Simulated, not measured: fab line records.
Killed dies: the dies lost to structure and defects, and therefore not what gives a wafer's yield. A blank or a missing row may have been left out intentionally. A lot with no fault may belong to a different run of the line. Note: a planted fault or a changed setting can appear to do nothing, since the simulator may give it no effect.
Lot-split experiment + flow n5 finfet + 7 lots, 21 wafers read, on a route of 1938 steps

THE SPLIT ITSELF
At N5_BEOL_M6_HM_DEP_02 (deposits TiN, target thk 20 nm), the setting target thk a was moved away from the recipe's 200 angstrom on 7 of the 21 wafers read, by -5.1% to +13.2%. This setting was run at the recipe's value on the other wafers.

FROM THE SPLIT TO THE READING: what the file shows between them, 8 steps
- N5_BEOL_M6_COAT_59: time 60 s, resist thk 100 nm
- N5_BEOL_M6_COAT_60: time 60 s, resist thk 35 nm
- N5_BEOL_M6_STRIP_68: strips in N2/H2
- N5_BEOL_M6_STRIP_67: strips in CF4
- N5_BEOL_M6_HM_OPEN_17: chemistry Cl2/BCl3, target TiN, target depth 20 nm, overetch 6 nm
- N5_BEOL_M6_STRIP_19: strips in O2
- N5_BEOL_M6_STRIP_76: strips in C4F6/O2
- N5_BEOL_M6_STRIP_36: strips in N2/H2

THE READING
TiN_of_BEOL_M6_HM_DEP_02.thk nm (the simulator's own value, which no gauge read), in nm, at N5_BEOL_M6_TRENCH_ETCH_37 (etches SiCOH lowk in C4F6/O2, target depth 94.435 nm, time 31.5 s). The file does not state a usual value for it. The 14 wafers here that ran the recipe average 17.2 nm, standard deviation 0.22 nm.

| wafer  | tool, chamber at the split | target thk a as run, angstrom | against the recipe | TiN_of_BEOL_M6_HM_DEP_02.thk nm, nm | against lot-mates on the recipe |
|--------|----------------------------|-------------------------------|--------------------|-------------------------------------|---------------------------------|
| L076.1 | pvd sputter-01, -          | 226.4                         | +13.2%             | 19.8                                | +2.5                            |
| L076.3 | pvd sputter-01, -          | 200                           | recipe             | 17.2                                | -                               |
| L076.4 | pvd sputter-01, -          | 200                           | recipe             | 17.4                                | -                               |
| L083.1 | pvd sputter-02, -          | 200                           | recipe             | 17                                  | -                               |
| L083.3 | pvd sputter-02, -          | 189.8                         | -5.1%              | 16                                  | -0.9                            |
| L083.4 | pvd sputter-02, -          | 200                           | recipe             | 16.8                                | -                               |
| L084.1 | pvd sputter-03, -          | 200                           | recipe             | 17.4                                | -                               |
| L084.5 | pvd sputter-03, -          | 200                           | recipe             | 17.4                                | -                               |
| L084.3 | pvd sputter-03, -          | 200                           | recipe             | 17.6                                | -                               |
| L086.1 | pvd sputter-01, -          | 208                           | +4.0%              | 18                                  | +0.8                            |
| L086.2 | pvd sputter-01, -          | 200                           | recipe             | 17.4                                | -                               |
| L086.6 | pvd sputter-01, -          | 200                           | recipe             | 17                                  | -                               |
| L090.1 | pvd sputter-01, -          | 200                           | recipe             | 17                                  | -                               |
| L090.6 | pvd sputter-01, -          | 200                           | recipe             | 17                                  | -                               |
| L090.4 | pvd sputter-01, -          | 212.2                         | +6.1%              | 18                                  | +1.0                            |
| L096.1 | pvd sputter-02, -          | 191.3                         | -4.3%              | 16.2                                | no lot-mate on the recipe       |
| L096.3 | pvd sputter-02, -          | 191.3                         | -4.3%              | 16                                  | no lot-mate on the recipe       |
| L096.4 | pvd sputter-02, -          | 191.3                         | -4.3%              | 16.4                                | no lot-mate on the recipe       |
| L097.2 | pvd sputter-02, -          | 200                           | recipe             | 17.2                                | -                               |
| L097.4 | pvd sputter-02, -          | 200                           | recipe             | 17.2                                | -                               |
| L097.5 | pvd sputter-02, -          | 200                           | recipe             | 17.4                                | -                               |

THE FIT
A straight line over all 21 wafers: TiN_of_BEOL_M6_HM_DEP_02.thk nm changes by +0.199 nm for each +1% of target thk a; r = +0.96; the points scatter about the line by 0.23 nm.
The same after taking each lot's own level away (the mean of its wafers on the recipe; 18 wafers): +0.185 nm for each +1%; r = +0.99; scatter 0.11 nm.
That fit puts the effect of the largest move of target thk a on the reading at 2.4 nm.
From 16.90 to 17.47 nm: that is the span of the lots' own levels, equal to 2.6 times the standard deviation above.
Consequently the slope shifts little with the lot-to-lot level, the two slopes agreeing.
Check: for one of the wafers moved furthest among these (+13.2%), held out of the fit, the line's prediction against its lot-mates is +2.31 nm. Against them it came out at +2.5 nm.

THE WHOLE CHAIN: every reading that the file lists as answering this split, in the file's order
| step                      | what it does                                                      | reading                                                                          | change (the file's fit)               | r (the file's) |
|---------------------------|-------------------------------------------------------------------|----------------------------------------------------------------------------------|---------------------------------------|----------------|
| N5_BEOL_M6_HM_DEP_02      | deposits TiN, target thk 20 nm                                    | TiN_of_BEOL_M6_HM_DEP_02.thk nm (the simulator's own value, which no gauge read) | +0.195 nm for each +1% of the setting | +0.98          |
| N5_BEOL_M6_HM_OPEN_17     | chemistry Cl2/BCl3, target TiN, target depth 20 nm, overetch 6 nm | etch.depth nm (the simulator's own value, which no gauge read)                   | +0.188 nm for each +1% of the setting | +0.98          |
| N5_BEOL_M6_TRENCH_ETCH_37 | etches SiCOH lowk in C4F6/O2, target depth 94.435 nm, time 31.5 s | TiN_of_BEOL_M6_HM_DEP_02.thk nm (the simulator's own value, which no gauge read) | +0.185 nm for each +1% of the setting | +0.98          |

FILE'S OWN FIT
TiN_of_BEOL_M6_HM_DEP_02.thk nm changes by +0.185 nm for each +1% of target thk a, r = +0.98.
